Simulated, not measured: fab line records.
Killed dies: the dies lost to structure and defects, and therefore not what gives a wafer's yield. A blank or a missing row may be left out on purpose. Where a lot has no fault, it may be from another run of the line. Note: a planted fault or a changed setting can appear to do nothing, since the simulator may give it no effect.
A lot that was struck, set against a sound lot + flow n5Finfet + 19 steps out of a route of 1938
Sound: wafers L731.3, L731.4, L731.5. Wafers L743.3, L743.4, L743.6 were the ones struck. Last of all comes the cause.
Each step with rows lists, per side, the tool, then ch with its chambers, then its first start. Under that, the readings that differ: sound wafers + struck wafers + difference of the means + sigmas: that difference in standard deviations of wafers without a fault.
alike: same words and numbers on both sides, and readings whose means sit less than 2 such deviations apart. not compared: any withheld reading, any reading some wafer has no value for, any bound like >300 that may hide the same value, and any number with overlapping values for which the record gives no deviation.
Wherever a step has rows on one side only, a row that says differs or no value, or a row with sigmas, the two part there. When numbers do not overlap yet have no deviation, they are printed without sigmas and do not part them. Lack of a reading on every wafer of one side parts them only where that side has two or more wafers.

N5_BEOL_M15_VIA_ETCH_16: etches SiO2 in C4F8/O2/Ar, target depth 1792.2 nm.
  sound on rieDiel-06 ch 1,2,3, day 12 07:52; struck on rieDiel-04 ch 0,3, day 17 03:59
  alike: drypumpMotorCurrentA, heInnerTorr, heOuterTorr, oes_ar_750_au, oesProductAu, rfVppV, showerheadPlenumPTorr, throttleValvePct
N5_BEOL_M15_STRIP_63: strips in O2.
  sound on rieDiel-06 ch 1,2,3; struck on rieDiel-04 ch 0,3
  alike: drypumpMotorCurrentA, oesProductAu, rfVppV, showerheadPlenumPTorr, tempC, throttleValvePct
  not compared: rfHoursCounterH
N5_BEOL_M15_STRIP_64: strips in O2.
  sound on rieDiel-06 ch 1,2,3; struck on rieDiel-04 ch 0,3
  alike: drypumpMotorCurrentA, oesProductAu, rfVppV, showerheadPlenumPTorr, tempC, throttleValvePct
  not compared: rfHoursCounterH
then, 2 steps without rows for these wafers: N5_BEOL_M15_STRIP_65 (strips in post etch residue remover, time 60 s); N5_BEOL_M15_SRD_66 (time 30 s, dry time 30 s).
N5_BEOL_M15_CD_MEAS_17: the cd target is 360 nm.
  struck on cdSem-01, day 17 04:27; sound on cdSem-01, day 12 08:17
  alike: cdNm
then, 1 step without rows for these wafers: N5_BEOL_M15_COAT_56 (time 60 s, resist thk 550 nm).
N5_BEOL_M15_ETCH_57: etches SOC in N2/H2, time 750 s.
  sound on rieDiel-06 ch 1,2, day 12 08:26; struck on rieDiel-04 ch 0,2, day 17 04:33
  alike: drypumpMotorCurrentA, oesProductAu, rfVppV, showerheadPlenumPTorr, throttleValvePct
  not compared: rfHoursCounterH
then, 4 steps without rows for these wafers: N5_BEOL_M15_COAT_60 (time 60 s, resist thk 89 nm); N5_BEOL_M15_COAT_22 (resist thk 800 nm); N5_BEOL_M15_EBR_24; N5_BEOL_M15_SOFTBAKE_23 (time 60 s).
N5_BEOL_M15_EXPOSE_25: exposes mask M15, target cd 400 nm.
  sound on krfScanner-02 ch 0, day 12 09:02; struck on krfScanner-02 ch 0, day 17 05:10
| reading                        | sound       | struck            | difference | sigmas |
|--------------------------------|-------------|-------------------|------------|--------|
| model.BEOL_M15.overlayXNm (nm) | 0.4 0.4 0.4 | 115.2 115.2 115.2 | +114.8     |        |
  alike: mask
then, 3 steps without rows for these wafers: N5_BEOL_M15_PEB_26 (peb time 90 s); N5_BEOL_M15_DEVELOP_27 (develop time 45 s); N5_BEOL_M15_HARDBAKE_32 (time 120 s).
N5_BEOL_M15_CD_MEAS_28: the cd target is 407.6 nm.
  sound on cdSem-03 ch 0, day 12 09:12; struck on cdSem-02 ch 0, day 17 05:20
  alike: cdNm
N5_BEOL_M15_OVL_MEAS_29:
  sound on overlay-02 ch 0, day 12 09:14; struck on overlay-02 ch 0, day 17 05:22
| reading      | sound  | struck      | difference | sigmas |
|--------------|--------|-------------|------------|--------|
| M15_OVL (nm) | 11 7 3 | 113 127 121 | +113       | +25    |
N5_BEOL_M15_INSPECT_30: inspects for defects (macro).
  struck on defectInspect-02, day 17 05:23; sound on defectInspect-01, day 12 09:15
  alike: rawDefectCount

== WHERE THEY PART ==
Only at N5_BEOL_M15_OVL_MEAS_29, as far as this record shows. Later steps at which nothing parts them and some readings are alike: N5_BEOL_M15_INSPECT_30.

WHY: what the simulator had put in
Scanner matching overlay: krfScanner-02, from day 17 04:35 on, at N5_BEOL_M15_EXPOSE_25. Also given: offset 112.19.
